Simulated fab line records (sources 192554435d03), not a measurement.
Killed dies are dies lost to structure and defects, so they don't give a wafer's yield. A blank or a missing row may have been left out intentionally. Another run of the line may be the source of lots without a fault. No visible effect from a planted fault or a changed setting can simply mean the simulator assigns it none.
Code-filled problem report in 8D (eight disciplines) form || flow n5Finfet || the parts of the form that need people (team, actions taken, sign-off) are left out

== 1. WHAT IS WRONG ==
thkNm at N5_BEOL_M0_SAQP_THK_MEAS_05 reads a mean of 50.9 nm on 6 wafers of 2 lots; wafers without a fault read 59.6 nm with a standard deviation of 0.82. That puts it -11 standard deviations away from the usual mean.
The first sign was on wafer L672.1 at day 6 19:19, on filmMetro-01. The record has a number at this step for 27 wafers belonging to 9 lots. By rule, "out" or "out of limits" means more than 4 standard deviations away from the usual mean. Any other wafer with a number is counted as sound.

== 2. WHAT IT IS; WHAT IT IS NOT ==
{"question": "which readings at this step", "is": "thkNm", "is not": "-"}
{"question": "which lots", "is": "L672, L673", "is not": "L669, L670, L678, L679, L682, L688, L689"}
{"question": "which wafers of those lots", "is": "all that have a number", "is not": "-"}
{"question": "read on which gauges", "is": "filmMetro-01", "is not": "-"}
{"question": "when", "is": "from day 6 19:19", "is not": "up to then (6 sound wafers); but 15 sound wafers of L678, L679, L682, L688, L689 came after"}

== 3. THE SUSPECTS, EACH WITH WHAT RULES IT OUT ==
Counting: a tool stays on the suspect list if, at a process step up to the reading, it processed all lots that are out and no sound lot following the first of them.
- ruled out: the gauge at N5_BEOL_M0_SAQP_THK_MEAS_05. All the wafers that are out were read on filmMetro-01, but those of them that N5_BEOL_M0_SAQP_MANDREL_ETCH_20 has rows for are out there too, on other tools.
- pecvd-03 at N5_BEOL_M0_SAQP_PECVD_04 (deposits a-Si from SiH4/He, target thk 60 nm, time 60.2 s): kept. It ran every lot that is out, first L672 (day 6 19:13), and no sound lot after that; its last sound lot up to then is L670 (day 6 10:32).
The count leaves pecvd-03 at N5_BEOL_M0_SAQP_PECVD_04.

== 4. THE CAUSE (what the simulator had put in) ==
Site profile drift: pecvd-03, from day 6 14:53 on, at N5_BEOL_M0_SAQP_PECVD_04. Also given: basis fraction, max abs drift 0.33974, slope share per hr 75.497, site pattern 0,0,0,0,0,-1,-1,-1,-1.
Counting left only this tool.

== 5. THE CHAIN OF EFFECTS, in route order ==
Rows list readings where the struck wafers' mean (over those with a number) sits beyond 3 standard deviations from the usual. Scope: only readings with a usual standard deviation given in the record; hours: median across lots of the time from each lot's start at the first step in this table that gives one to its start at this step; sigmas: change in usual standard deviations.
{"hours": 0, "step": "N5_BEOL_M0_SAQP_THK_MEAS_05", "reading": "thkNm", "usual": "59.6 nm", "on struck wafers": 50.9, "change": -8.8, "sigmas": -11}
{"hours": 1, "step": "N5_BEOL_M0_SAQP_MANDREL_ETCH_20", "reading": "oesProductAu", "usual": "0.770 a.u.", "on struck wafers": 0.703, "change": -0.067, "sigmas": -4.8}
The process steps in it:
- N5_BEOL_M0_SAQP_MANDREL_ETCH_20: etches a-Si in HBr/Cl2, stops on SiNx, target depth 60 nm, bt time 10 s, time 30 s.
Later measuring or inspecting steps at which every struck wafer that the step has a row for has a number for every such reading, and none has moved that far: N5_BEOL_M4_RC_MEAS_101.

== 6. HOW IT WOULD HAVE BEEN CAUGHT EARLIER ==
In this record the first reading out of limits at a measuring or inspecting step was taken at day 6 19:19, 4 hours after the fault began at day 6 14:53.
No tool reading at N5_BEOL_M0_SAQP_PECVD_04 that has a usual standard deviation in the record was out on any struck wafer, so an alarm limit of 4 standard deviations on those readings would not have fired.
Among the 2 lots that are out, L673 began N5_BEOL_M0_SAQP_PECVD_04 on pecvd-03 after day 6 19:19. Putting the tool on hold at that point would have spared it.
